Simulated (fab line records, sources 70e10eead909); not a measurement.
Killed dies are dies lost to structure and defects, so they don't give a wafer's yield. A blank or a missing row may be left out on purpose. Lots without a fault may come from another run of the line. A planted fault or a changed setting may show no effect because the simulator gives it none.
A struck lot beside a sound one | flow nand_harc | 14 steps out of a route of 1302
Sound: wafers L319.2, L319.3, L319.4. Struck: wafers L325.2, L325.3, L325.4. The cause comes at the end.
At each step with rows: each side's tool, then ch and its chambers, then its first start. Under that, the readings that differ: sound wafers | struck wafers | difference of the means | sigmas: that difference in standard deviations of wafers without a fault.
alike: readings whose means differ by less than 2 such deviations, and words and numbers that are the same on both sides. not compared: withheld readings, readings that some wafer has no value for, bounds like >300 that may hide the same value, and numbers for which the record gives no deviation and whose values overlap.
The two part at a step that has a row with sigmas, a row that says differs or no value, or rows on one side only. Numbers that don't overlap but have no deviation are shown without sigmas and don't part them. A reading that every wafer of one side lacks parts them only if that side has two wafers or more.

first, 6 steps without rows for these wafers: NHARC_A_STAIRCASE_SOFTBAKE_284 (time 170 s); NHARC_A_STAIRCASE_EBR_285; NHARC_A_STAIRCASE_EXPOSE_286 (exposes mask CHOP 100); NHARC_A_STAIRCASE_PEB_287 (peb time 130 s); NHARC_A_STAIRCASE_DEVELOP_288 (time 140 s); NHARC_A_STAIRCASE_HARDBAKE_290 (time 140 s).
NHARC_A_STAIRCASE_DESCUM_291: chemistry O2, time 3 s.
  sound on rie_diel-05 ch 0,1,2, day 17 21:43; struck on rie_diel-05 ch 0,2,3, day 20 18:13
  reading                | sound    | struck   | difference | sigmas
  rf_hours_counter_h (h) | 61 51 58 | 18 19 20 | -38        |
  alike: drypump_motor_current_A, oes_product_au, rf_vpp_V, showerhead_plenum_p_Torr, throttle_valve_pct
NHARC_A_STAIRCASE_ETCH_292: etches the open film in CF4/CHF3.
  sound on rie_diel-05 ch 1,2,3, day 17 21:49; struck on rie_diel-05 ch 1,2,3, day 20 18:20
  reading                | sound             | struck            | difference | sigmas
  oes_product_au (a.u.)  | 0.981 0.971 0.977 | 0.933 0.928 0.922 | -0.049     | -2
  rf_hours_counter_h (h) | 61 57 58          | 18 20 19          | -40        |
  alike: drypump_motor_current_A, rf_vpp_V, showerhead_plenum_p_Torr, throttle_valve_pct
NHARC_A_STAIRCASE_HM_OPEN_460: chemistry O2/COS.
  sound on rie_diel-05 ch 0,1,3; struck on rie_diel-05 ch 0,2,3
  reading                | sound    | struck   | difference | sigmas
  rf_hours_counter_h (h) | 58 51 58 | 19 20 18 | -37        |
  alike: drypump_motor_current_A, oes_product_au, rf_vpp_V, showerhead_plenum_p_Torr, throttle_valve_pct
then, 1 step without rows for these wafers: NHARC_A_STAIRCASE_STRIP_461 (strips in O2/COS).
NHARC_A_STAIRCASE_ETCH_452: etches the open film in CF4/O2, target depth 30 nm, overetch 3 nm, time 16.5 s.
  sound on rie_diel-05 ch 0,1,2; struck on rie_diel-05 ch 0,2,3
  reading                | sound    | struck   | difference | sigmas
  rf_hours_counter_h (h) | 61 58 51 | 19 19 20 | -37        |
  alike: drypump_motor_current_A, oes_f_703_au, oes_product_au, rf_vpp_V, run_length_s, showerhead_plenum_p_Torr, throttle_valve_pct
NHARC_A_STAIRCASE_ETCH_294: etches the open film in C4F8/O2/Ar, target depth 4989 nm, time 1211.6 s.
  sound on rie_diel-05 ch 0,1,3, day 17 22:19; struck on rie_diel-05 ch 0,1,2, day 20 19:13
  reading                | sound                | struck            | difference | sigmas
  oes_product_au (a.u.)  | 0.941 0.950 0.957    | 0.922 0.934 0.916 | -0.025     | -3
  rf_hours_counter_h (h) | 51 58 58             | 20 19 18          | -37        |
  run_length_s (s)       | 1233.6 1232.1 1233.4 | 762.1 762.4 761.7 | -471.0     | -99 or more
  alike: rf_vpp_V
NHARC_A_STAIRCASE_STRIP_295: strips in O2.
  sound on rie_diel-01 ch 0,1,3, day 17 23:10; struck on rie_diel-05 ch 0,2,3
  reading                | sound | struck   | difference | sigmas
  rf_hours_counter_h (h) | 4 5 5 | 21 20 19 | +15        |
  alike: drypump_motor_current_A, oes_product_au, rf_vpp_V, showerhead_plenum_p_Torr, throttle_valve_pct
-- the record jumps here: 7 days lie between the struck wafers' starts before and after (it left off in module A_STAIRCASE and takes up again in module END, whose first step shown is number 1302 of the route) --
NHARC_END_SORT_01:
  sound on prober-01 ch 0, day 25 09:26; struck on prober-02 ch 0, day 28 02:57
  alike: killed_at_array, killed_at_other, killed_at_periphery, killed_dies, killed_open, killed_short

WHERE THEY PART
First at NHARC_A_STAIRCASE_ETCH_292; last, within this record, at NHARC_A_STAIRCASE_ETCH_294. Later steps at which nothing parts them and some readings are alike: NHARC_A_STAIRCASE_STRIP_295, NHARC_END_SORT_01.

WHY: what the simulator had put in
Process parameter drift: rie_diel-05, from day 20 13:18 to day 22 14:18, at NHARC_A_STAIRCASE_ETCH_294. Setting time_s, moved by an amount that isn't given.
